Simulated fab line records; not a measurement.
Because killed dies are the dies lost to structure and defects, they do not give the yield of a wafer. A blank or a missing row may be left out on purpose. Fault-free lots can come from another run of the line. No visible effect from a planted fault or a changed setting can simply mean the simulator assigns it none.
fab line records    flow n5_finfet    part 1 of 2: steps 1 to 18 of 23
[record] lots = 5  wafers = 15  last_day = 16
route steps=1938 shown BEOL_M15@1808 PASS1_DEP@1831
lots that met no fault: from a run of the same line without faults
start_h: the number of hours between the record's first day and the start of the first shown wafer of the lot    wait_h: hours since the lot's step before    " unchanged from the row above    L1.1+2: several wafers, shown together as one row    - value missing, or start not given    * or withheld: withheld    < > ~ a bound
route shown NAME@n: NAME is a module with steps in the file, n the number in the route of the first one    usual: mean and standard deviation over wafers with no fault    same: alike in all rows    chamber/n: place in a boat    sites: the reading at each site    _std_site: how widely they spread, as a standard deviation    _edge_site: the outer-site mean with the inner-site mean subtracted    radius_mm: for every site, how far away it sits from the centre of the wafer    mask NAME#n: copy n    behind: the tool/chamber that last shaped the wafer    hold: why the lot went on hold/how many hours it stayed there/how the hold came to an end    device: which transistor (n, p or np) failed to switch    end of line: tests of these same wafers at the route's end    for a step that has no rows: nothing shown but its recipe    killed: count of dies lost to structure and defects at first sort (not the wafer's yield)    map: a wafer's dies, x killed, . not, _ none there
set.NAME: the setting the step ran with; set.NAME@STEP: the setting that earlier step ran with    model.NAME: the simulator's own value behind a step, which no gauge read
certain route steps with their lots: each step a table, each wafer a row
services: a tool's chamber out of use, with start hour (start_h, from the record's first day; less than 0 if before it), hours out, and reason
[[steps]]
[step N5_BEOL_M15_ETCH_61]
[recipe] chemistry = N2/H2  target = BARC  target_depth_a = 890  overetch_a = 267  time_s = 67.9  ion_energy_ev = 200  pressure_mtorr = 30  source_w = 840  bias_w = 150  n2_flow_sccm = 200  h2_flow_sccm = 200
[usual] drypump_motor_current_A = 5.7/0.35  h2_flow_sccm = 200.0/0.67  oes_product_au = 0.69/0.056  rf_vpp_V = 524.7/1.7  showerhead_plenum_p_Torr = 2.56/0.064  throttle_valve_pct = 17.66/0.27
[same] time_s = 67.9
lot.wafer  tool         chamber  start_h  wait_h  drypump_motor_current_A  h2_flow_sccm  oes_product_au  rf_hours_counter_h  rf_vpp_V  showerhead_plenum_p_Torr  throttle_valve_pct
L076.1     rie_diel-04  0        258.95   0.0     5.4                      199.2         0.62            198                 526.4     2.62                      17.80
L076.4     "            1        "        "       5.0                      201.0         0.62            192                 526.5     2.65                      17.80
L076.5     "            0        "        "       5.4                      199.9         0.62            -                   526.2     2.62                      17.79
L078.2     rie_diel-01  3        268.10   0.0     6.2                      200.6         0.77            27                  523.1     2.50                      17.60
L078.3     "            2        "        "       5.8                      200.3         0.72            61                  521.7     2.47                      17.95
L078.4     "            1        "        "       5.7                      200.2         0.70            84                  526.6     2.68                      17.99
L081.1     rie_diel-04  2        288.25   0.0     6.0                      200.2         0.76            36                  524.9     2.58                      17.81
L081.5     "            3        "        "       6.1                      199.8         0.67            -                   525.1     2.52                      17.27
L081.6     "            2        "        "       6.0                      199.6         0.76            -                   525.2     2.57                      17.81
L086.2     rie_diel-05  2        328.65   0.0     5.6                      199.9         0.72            66                  523.8     2.56                      17.59
L086.5     "            2        "        "       5.7                      198.9         0.72            -                   524.9     2.56                      17.60
L086.6     "            1        "        "       5.6                      201.5         0.69            -                   525.0     2.57                      17.79
L095.3     rie_diel-01  3        372.39   0.0     6.2                      200.6         0.71            60                  523.9     2.49                      17.67
L095.5     "            0        "        "       5.6                      198.8         0.73            -                   521.7     2.46                      17.45
L095.6     "            1        "        "       5.7                      199.6         0.68            -                   527.0     2.67                      18.05
[step N5_BEOL_M15_TRENCH_ETCH_34]
[recipe] chemistry = C4F8/O2/Ar  target = SiO2  target_depth_a = 8729.3  he_inner_torr = 15  he_outer_torr = 30  time_s = 199  ion_energy_ev = 800  pressure_mtorr = 20  source_w = 1905  bias_w = 2040  Ar_flow_sccm = 400  C4F8_flow_sccm = 16  O2_flow_sccm = 12
[usual] C4F8_flow_sccm = 16.00/0.048  drypump_motor_current_A = 5.7/0.35  he_outer_torr = 30.00/0.059  oes_product_au = 0.81/0.067  rf_vpp_V = 2221/43  showerhead_plenum_p_Torr = 3.48/0.066  throttle_valve_pct = 30.74/0.25
[same] time_s = 199
lot.wafer  tool         chamber  start_h  wait_h  C4F8_flow_sccm  drypump_motor_current_A  he_outer_torr  oes_product_au  rf_hours_counter_h  rf_vpp_V  showerhead_plenum_p_Torr  throttle_valve_pct
L076.1     rie_diel-04  0        259.00   0.0     16.04           5.4                      29.99          0.72            198                 2203      3.54                      30.83
L076.4     "            1        "        "       16.15           5.0                      30.01          0.73            192                 2252      3.50                      30.28
L076.5     "            0        "        "       15.92           5.4                      29.93          0.72            -                   2204      3.54                      30.81
L078.2     rie_diel-01  3        268.15   0.0     15.98           6.2                      30.09          0.89            27                  2156      3.40                      30.78
L078.3     "            2        "        "       16.06           5.8                      30.00          0.85            61                  2226      3.38                      31.27
L078.4     "            1        "        "       16.00           5.7                      29.90          0.81            84                  2249      3.59                      30.80
L081.1     rie_diel-04  2        288.30   0.0     15.96           6.0                      30.03          0.90            36                  2182      3.48                      30.91
L081.5     "            3        "        "       16.10           6.1                      30.09          0.78            -                   2296      3.48                      30.68
L081.6     "            2        "        "       16.01           6.0                      29.99          0.90            -                   2184      3.48                      30.91
L086.2     rie_diel-05  2        328.70   0.0     16.07           5.7                      29.96          0.84            66                  2285      3.46                      30.42
L086.5     "            2        "        "       15.99           5.7                      29.93          0.84            -                   2285      3.46                      30.44
L086.6     "            1        "        "       16.04           5.6                      29.96          0.81            -                   2185      3.50                      30.96
L095.3     rie_diel-01  3        372.45   0.0     16.00           6.2                      30.00          0.84            60                  2155      3.38                      30.83
L095.5     "            0        "        "       16.01           5.6                      29.95          0.85            -                   2183      3.36                      30.60
L095.6     "            1        "        "       15.97           5.7                      30.08          0.78            -                   2248      3.57                      30.86
[step N5_BEOL_M15_STRIP_36]
[recipe] chemistry = O2  power_w = 600  temp_c = 60  pressure_mtorr = 30  rf_frequency_hz = 6e+07  bias_power_w = 0  overash_fraction = 0.3  o2_flow_sccm = 225
[usual] drypump_motor_current_A = 5.7/0.34  oes_product_au = 0.82/0.067  rf_vpp_V = 3.7/0.97  showerhead_plenum_p_Torr = 2.12/0.042  throttle_valve_pct = 16.52/0.23
lot.wafer  tool         chamber  start_h  wait_h  drypump_motor_current_A  oes_product_au  rf_hours_counter_h  rf_vpp_V  showerhead_plenum_p_Torr  throttle_valve_pct
L076.1     rie_diel-01  0        261.97   2.8     5.7                      0.94            3                   2.1       2.06                      16.33
L076.4     "            1        "        "       5.7                      0.83            82                  3.0       2.22                      16.73
L076.5     "            2        "        "       5.8                      0.85            -                   4.5       2.08                      16.95
L078.2     rie_diel-01  3        270.00   1.7     6.3                      0.88            28                  5.0       2.05                      16.29
L078.3     "            2        "        "       5.8                      0.84            62                  1.8       2.07                      16.96
L078.4     "            0        "        "       5.6                      0.94            6                   3.3       2.05                      16.33
L081.1     rie_diel-04  2        290.01   1.5     6.0                      0.90            36                  4.6       2.14                      16.75
L081.5     "            0        "        "       5.4                      0.72            -                   4.8       2.14                      16.68
L081.6     "            3        "        "       6.1                      0.79            -                   2.0       2.12                      16.42
L086.2     rie_diel-01  3        329.36   0.5     6.2                      0.84            48                  2.3       2.05                      16.36
L086.5     "            2        "        "       5.8                      0.82            -                   3.8       2.07                      17.00
L086.6     "            3        "        "       6.2                      0.86            -                   2.8       2.05                      16.31
L095.3     rie_diel-01  1        375.68   3.0     5.7                      0.79            122                 2.1       2.20                      16.77
L095.5     "            2        "        "       5.8                      0.80            -                   3.4       2.06                      17.01
L095.6     "            3        "        "       6.2                      0.83            -                   3.9       2.04                      16.35
[step N5_BEOL_M15_STRIP_62]
[recipe] chemistry = O2  power_w = 600  temp_c = 60  pressure_mtorr = 30  rf_frequency_hz = 6e+07  bias_power_w = 0  overash_fraction = 0.3  o2_flow_sccm = 225
[usual] drypump_motor_current_A = 5.7/0.35  oes_product_au = 0.81/0.067  rf_vpp_V = 3.6/0.5  showerhead_plenum_p_Torr = 2.12/0.042  throttle_valve_pct = 16.52/0.24
lot.wafer  tool         chamber  start_h  wait_h  drypump_motor_current_A  oes_product_au  rf_hours_counter_h  rf_vpp_V  showerhead_plenum_p_Torr  throttle_valve_pct
L076.1     rie_diel-01  0        -        -       5.6                      0.94            3                   3.2       2.05                      16.35
L076.4     "            1        "        "       5.7                      0.83            82                  3.7       2.22                      16.71
L076.5     "            2        "        "       5.8                      0.86            -                   3.1       2.08                      16.97
L078.2     rie_diel-01  3        -        -       6.2                      0.89            28                  3.0       2.05                      16.29
L078.3     "            2        "        "       5.8                      0.85            62                  3.1       2.07                      16.96
L078.4     "            0        "        "       5.6                      0.94            6                   3.1       2.05                      16.35
L081.1     rie_diel-04  2        -        -       6.0                      0.89            36                  3.1       2.14                      16.73
L081.5     "            0        "        "       5.4                      0.72            -                   3.7       2.14                      16.67
L081.6     "            3        "        "       6.1                      0.79            -                   3.1       2.12                      16.44
L086.2     rie_diel-01  3        -        -       6.2                      0.85            48                  3.4       2.05                      16.35
L086.5     "            2        "        "       5.8                      0.83            -                   4.0       2.07                      16.97
L086.6     "            3        "        "       6.2                      0.85            -                   4.2       2.05                      16.33
L095.3     rie_diel-01  1        -        -       5.7                      0.79            122                 3.3       2.20                      16.78
L095.5     "            2        "        "       5.8                      0.81            -                   3.2       2.06                      17.03
L095.6     "            3        "        "       6.2                      0.83            -                   3.0       2.04                      16.35
[step N5_BEOL_M15_STRIP_37]
[recipe] chemistry = O2  power_w = 600  temp_c = 60  pressure_mtorr = 30  rf_frequency_hz = 6e+07  bias_power_w = 0  overash_fraction = 0.3  o2_flow_sccm = 225
[usual] drypump_motor_current_A = 5.7/0.34  oes_product_au = 0.82/0.066  rf_vpp_V = 3.6/0.68  showerhead_plenum_p_Torr = 2.12/0.042  throttle_valve_pct = 16.52/0.24
lot.wafer  tool         chamber  start_h  wait_h  drypump_motor_current_A  oes_product_au  rf_hours_counter_h  rf_vpp_V  showerhead_plenum_p_Torr  throttle_valve_pct
L076.1     rie_diel-01  0        -        -       5.6                      0.94            3                   3.9       2.05                      16.35
L076.4     "            1        "        "       5.7                      0.83            82                  3.7       2.22                      16.71
L076.5     "            2        "        "       5.8                      0.86            -                   3.6       2.07                      16.95
L078.2     rie_diel-01  3        -        -       6.2                      0.88            28                  3.2       2.05                      16.31
L078.3     "            2        "        "       5.8                      0.86            62                  4.0       2.07                      16.96
L078.4     "            0        "        "       5.6                      0.93            6                   4.9       2.05                      16.34
L081.1     rie_diel-04  2        -        -       6.0                      0.90            36                  3.5       2.14                      16.75
L081.5     "            0        "        "       5.4                      0.72            -                   3.0       2.14                      16.67
L081.6     "            3        "        "       6.1                      0.79            -                   3.8       2.12                      16.44
L086.2     rie_diel-01  3        -        -       6.2                      0.85            48                  3.2       2.05                      16.33
L086.5     "            2        "        "       5.8                      0.83            -                   3.7       2.07                      17.00
L086.6     "            3        "        "       6.2                      0.85            -                   4.1       2.05                      16.34
L095.3     rie_diel-01  1        -        -       5.7                      0.79            122                 2.9       2.20                      16.79
L095.5     "            2        "        "       5.8                      0.81            -                   4.0       2.06                      17.02
L095.6     "            3        "        "       6.2                      0.82            -                   2.8       2.04                      16.36
[step N5_BEOL_M15_ETCH_38]
[recipe] chemistry = CF4/N2  target = SiCN  target_depth_a = 1064  taper_deg = 2  time_s = 120.5  ion_energy_ev = 150  mask_material = SiO2  pressure_mtorr = 40  source_w = 430  bias_w = 70  Ar_flow_sccm = 100  cf4_flow_sccm = 60  n2_flow_sccm = 60
[usual] drypump_motor_current_A = 5.7/0.34  oes_product_au = 0.81/0.07  rf_vpp_V = 382.7/1.3  showerhead_plenum_p_Torr = 2.23/0.044  throttle_valve_pct = 15.30/0.19
[same] time_s = 120.5
lot.wafer  tool         chamber  start_h  wait_h  drypump_motor_current_A  oes_product_au  rf_hours_counter_h  rf_vpp_V  showerhead_plenum_p_Torr  throttle_valve_pct
L076.1     rie_diel-01  0        -        -       5.6                      0.94            3                   381.4     2.17                      15.16
L076.4     "            1        "        "       5.7                      0.80            82                  383.8     2.32                      15.45
L076.5     "            2        "        "       5.8                      0.85            -                   381.9     2.16                      15.59
L078.2     rie_diel-01  3        -        -       6.2                      0.89            28                  380.5     2.17                      15.05
L078.3     "            2        "        "       5.8                      0.86            62                  381.2     2.16                      15.60
L078.4     "            0        "        "       5.6                      0.95            6                   381.1     2.17                      15.18
L081.1     rie_diel-04  2        -        -       6.0                      0.89            36                  383.2     2.23                      15.40
L081.5     "            0        "        "       5.4                      0.71            -                   385.2     2.27                      15.59
L081.6     "            3        "        "       6.1                      0.78            -                   383.1     2.22                      15.18
L086.2     rie_diel-01  3        -        -       6.2                      0.86            48                  380.7     2.16                      15.10
L086.5     "            2        "        "       5.8                      0.84            -                   380.6     2.16                      15.63
L086.6     "            3        "        "       6.2                      0.86            -                   380.7     2.16                      15.11
L095.3     rie_diel-01  1        -        -       5.7                      0.77            122                 384.1     2.31                      15.54
L095.5     "            2        "        "       5.8                      0.81            -                   380.0     2.15                      15.66
L095.6     "            3        "        "       6.1                      0.84            -                   379.8     2.16                      15.13
[step N5_BEOL_M15_PRECLEAN_39]
[recipe] chemistry = residue_remover  time_s = 60  temp_c = 40
[same] time_s = 60
lot.wafer   tool          chamber  start_h  wait_h
L076.1+4+5  wet_bench-04  7,2,1    262.24   -
L078.2+3+4  wet_bench-06  7,2,6    270.28   -
L081.1+5+6  wet_bench-03  0,4,6    290.28   -
L086.2+5+6  wet_bench-04  4,3,2    329.64   -
L095.3+5+6  wet_bench-04  6,5,1    375.95   -
[step N5_BEOL_M15_SRD_40]
[recipe] time_s = 30  temp_c = 23  rinse_liquid = diw  dry = n2_spin  spin_rpm = 1500  dry_time_s = 30
[same] time_s = 30
lot.wafer   tool          chamber  start_h  wait_h
L076.1+4+5  wet_bench-04  7,2,1    262.26   0.0
L078.2+3+4  wet_bench-06  7,2,6    270.30   0.0
L081.1+5+6  wet_bench-03  0,4,6    290.30   0.0
L086.2+5+6  wet_bench-04  4,3,2    329.66   0.0
L095.3+5+6  wet_bench-04  6,5,1    375.98   0.0
[step N5_BEOL_M15_DEGAS_41]
[recipe] ambient = vacuum  temp_c = 300  time_s = 60
[usual] heater_power_w = 465/24
[same] time_s = 60
lot.wafer  tool            chamber  start_h  wait_h  heater_power_w
L076.1     pvd_sputter-02  -        262.58   0.3     427
L076.4     "               -        "        "       458
L076.5     "               -        "        "       452
L078.2     pvd_sputter-03  -        270.54   0.2     461
L078.3     "               -        "        "       478
L078.4     "               -        "        "       501
L081.1     pvd_sputter-02  -        290.53   0.2     450
L081.5     "               -        "        "       483
L081.6     "               -        "        "       459
L086.2     pvd_sputter-03  -        330.09   0.4     492
L086.5     "               -        "        "       482
L086.6     "               -        "        "       499
L095.3     pvd_sputter-03  -        376.23   0.2     455
L095.5     "               -        "        "       435
L095.6     "               -        "        "       467
[step N5_BEOL_M15_PRE_CLEAN_42]
[recipe] gas = H2/He  time_s = 30  temp_c = 300
[usual] heater_power_w = 466/25
[same] time_s = 30
lot.wafer  tool            chamber  start_h  wait_h  heater_power_w
L076.1     pvd_sputter-02  -        262.62   0.0     416
L076.4     "               -        "        "       452
L076.5     "               -        "        "       474
L078.2     pvd_sputter-03  -        270.58   0.0     456
L078.3     "               -        "        "       488
L078.4     "               -        "        "       508
L081.1     pvd_sputter-02  -        290.57   0.0     450
L081.5     "               -        "        "       482
L081.6     "               -        "        "       472
L086.2     pvd_sputter-03  -        330.13   0.0     489
L086.5     "               -        "        "       490
L086.6     "               -        "        "       499
L095.3     pvd_sputter-03  -        376.27   0.0     469
L095.5     "               -        "        "       438
L095.6     "               -        "        "       456
[step N5_BEOL_M15_SPUTTER_43]
[recipe] material = TaN  target_thk_a = 150  temp_c = 50  bias_v = 168.6  power_w = 15000  chamber_pressure_pa = 0.12  time_s = 24.19
[usual] bias_v = 168.4/1.7  throttle_valve_pct = 29.9/0.76
[same] time_s = 24.19
lot.wafer  tool            chamber  start_h  wait_h  bias_v  throttle_valve_pct
L076.1     pvd_sputter-02  -        262.66   0.0     169.9   29.8
L076.4     "               -        "        "       167.5   29.4
L076.5     "               -        "        "       166.4   29.6
L078.2     pvd_sputter-03  -        270.62   0.0     169.2   30.8
L078.3     "               -        "        "       165.3   30.2
L078.4     "               -        "        "       167.2   30.9
L081.1     pvd_sputter-02  -        290.61   0.0     171.0   29.7
L081.5     "               -        "        "       170.6   28.5
L081.6     "               -        "        "       166.5   30.4
L086.2     pvd_sputter-03  -        330.17   0.0     168.6   30.2
L086.5     "               -        "        "       170.9   30.1
L086.6     "               -        "        "       167.4   31.4
L095.3     pvd_sputter-03  -        376.31   0.0     167.6   30.4
L095.5     "               -        "        "       165.7   29.5
L095.6     "               -        "        "       168.5   30.5
[step N5_BEOL_M15_SPUTTER_44]
[recipe] material = Ta  target_thk_a = 150  temp_c = 50  bias_v = 80  power_w = 15000  chamber_pressure_pa = 0.07  time_s = 24.19
[usual] bias_v = 80.0/0.74  throttle_valve_pct = 29.9/0.76
[same] time_s = 24.19
lot.wafer  tool            chamber  start_h  wait_h  bias_v  throttle_valve_pct
L076.1     pvd_sputter-02  -        262.74   0.0     80.8    30.0
L076.4     "               -        "        "       80.8    29.7
L076.5     "               -        "        "       80.3    29.4
L078.2     pvd_sputter-03  -        270.70   0.0     80.0    30.4
L078.3     "               -        "        "       80.4    30.3
L078.4     "               -        "        "       80.1    30.8
L081.1     pvd_sputter-02  -        290.69   0.0     80.1    29.6
L081.5     "               -        "        "       81.4    28.4
L081.6     "               -        "        "       81.0    30.5
L086.2     pvd_sputter-03  -        330.25   0.0     79.7    30.3
L086.5     "               -        "        "       79.9    30.2
L086.6     "               -        "        "       80.1    30.9
L095.3     pvd_sputter-03  -        376.39   0.0     80.7    30.7
L095.5     "               -        "        "       80.8    29.3
L095.6     "               -        "        "       80.6    30.4
[step N5_BEOL_M15_SPUTTER_45]
[recipe] material = Cu  target_thk_a = 1000  temp_c = -20  bias_v = 60  power_w = 26000  chamber_pressure_pa = 0.13  time_s = 16.67
[usual] bias_v = 59.9/0.67  throttle_valve_pct = 29.9/0.77
[same] time_s = 16.67
lot.wafer  tool            chamber  start_h  wait_h  bias_v  throttle_valve_pct
L076.1     pvd_sputter-02  -        262.82   0.0     60.2    29.8
L076.4     "               -        "        "       59.0    29.3
L076.5     "               -        "        "       60.5    29.7
L078.2     pvd_sputter-03  -        270.78   0.0     59.0    30.5
L078.3     "               -        "        "       61.1    30.0
L078.4     "               -        "        "       61.0    31.1
L081.1     pvd_sputter-02  -        290.77   0.0     60.2    29.4
L081.5     "               -        "        "       60.2    28.7
L081.6     "               -        "        "       59.9    30.5
L086.2     pvd_sputter-03  -        330.33   0.0     61.0    30.2
L086.5     "               -        "        "       60.3    30.1
L086.6     "               -        "        "       61.1    31.1
L095.3     pvd_sputter-03  -        376.47   0.0     59.4    30.2
L095.5     "               -        "        "       59.6    29.5
L095.6     "               -        "        "       60.9    30.7
[step N5_BEOL_M15_ECD_47]
[recipe] material = Cu  target_thk_a = 18600
lot.wafer   tool       chamber  start_h  wait_h
L076.1+4+5  ecd_cu-02  0,1,0    262.93   0.1
L078.2+3+4  ecd_cu-01  1,1,0    270.90   0.1
L081.1+5+6  ecd_cu-02  0,0,1    290.89   0.1
L086.2+5+6  ecd_cu-02  0,1,0    330.44   0.1
L095.3+5+6  ecd_cu-02  0,0,1    376.66   0.2
[step N5_BEOL_M15_ANNEAL_48]
[recipe] temp_c = 225  time_s = 90  ambient = N2
[usual] wafer_temp_C_max = 225.84/0.24
[same] time_s = 90
lot.wafer  tool           chamber  start_h  wait_h  wafer_temp_C_max
L076.1     rtp_anneal-01  0        263.18   0.2     225.71
L076.4     "              0        "        "       226.42
L076.5     "              0        "        "       225.79
L078.2     rtp_anneal-01  0        271.54   0.6     226.13
L078.3     "              0        "        "       226.08
L078.4     "              0        "        "       225.96
L081.1     rtp_anneal-01  0        291.13   0.2     226.00
L081.5     "              0        "        "       225.75
L081.6     "              0        "        "       225.63
L086.2     rtp_anneal-01  0        330.73   0.2     226.10
L086.5     "              0        "        "       225.95
L086.6     "              0        "        "       226.19
L095.3     rtp_anneal-02  0        376.95   0.2     225.64
L095.5     "              0        "        "       225.43
L095.6     "              0        "        "       225.62
[step N5_BEOL_M15_CMP_49]
[recipe] stop_on = SiO2  t_overpolish_s = 4.9  down_force_psi = 2  platen_rpm = 80  clearing_platen_down_force_psi = 2  clearing_platen_rpm = 80  post_cmp_clean = cu_alkaline  target_thk_nm = 850  clearing_platen_pad_velocity_m_s = 1.5917  pad_velocity_m_s = 1.5917
[usual] barrier_field_endpoint_s = 11.2/0.39  motor_current_A = 8.0/0.78  overpolish_run_s = 4.899/0.0085  retaining_ring_pressure_frac = 1.000/0.005
lot.wafer  tool    chamber  start_h  wait_h  barrier_field_endpoint_s  motor_current_A  overpolish_run_s  retaining_ring_pressure_frac
L076.4     cmp-04  1        263.55   0.2     11.6                      7.4              4.907             0.999
L076.1     "       2        "        "       11.6                      8.9              4.899             1.003
L076.5     "       3        "        "       11.3                      7.8              4.909             1.002
L078.2     cmp-03  2        271.79   0.2     10.6                      7.9              4.913             1.002
L078.3     "       3        "        "       11.1                      9.6              4.893             0.995
L078.4     "       0        "        "       11.2                      7.7              4.891             0.997
L081.1     cmp-03  2        291.54   0.4     10.6                      8.4              4.893             1.000
L081.5     "       3        "        "       10.9                      9.7              4.911             1.001
L081.6     "       0        "        "       11.0                      7.2              4.901             1.002
L086.2     cmp-03  3        331.10   0.3     10.9                      9.8              4.899             0.988
L086.5     "       0        "        "       10.8                      7.2              4.899             1.002
L086.6     "       1        "        "       10.8                      7.3              4.906             1.000
L095.3     cmp-02  3        377.27   0.3     11.6                      7.8              4.892             0.989
L095.5     "       0        "        "       11.2                      7.4              4.902             1.004
L095.6     "       1        "        "       11.2                      8.1              4.907             0.994
[step N5_BEOL_M15_THK_MEAS_50]
[recipe] thk_meas_gauge = xrf  reads = Cu_of_BEOL_M15_ECD_47
[usual] M15_THK = 857/19
lot.wafer  tool           chamber  start_h  wait_h  M15_THK[nm]
L076.1     film_metro-02  -        263.77   -       834
L076.4     "              -        "        "       863
L076.5     "              -        "        "       835
L078.2     film_metro-01  -        272.08   -       857
L078.3     "              -        "        "       868
L078.4     "              -        "        "       843
L081.1     film_metro-02  -        291.72   -       878
L081.5     "              -        "        "       879
L081.6     "              -        "        "       873
L086.2     film_metro-02  -        331.28   -       832
L086.5     "              -        "        "       843
L086.6     "              -        "        "       835
L095.3     film_metro-01  -        377.45   -       866
L095.5     "              -        "        "       847
L095.6     "              -        "        "       859
[step N5_BEOL_M15_PRE_CLEAN_52]
[recipe] gas = NH3  time_s = 15  temp_c = withheld  rf_power_w = 300
[same] time_s = 15
lot.wafer   tool      chamber  start_h  wait_h
L076.1+4+5  pecvd-01  1,1,0    263.80   0.0
L078.2+3+4  pecvd-02  0,0,2    272.44   0.4
L081.1+5+6  pecvd-03  1,2,1    291.76   0.0
L086.2+5+6  pecvd-03  0,2,1    331.31   0.0
L095.3+5+6  pecvd-01  2,1,2    377.50   0.0
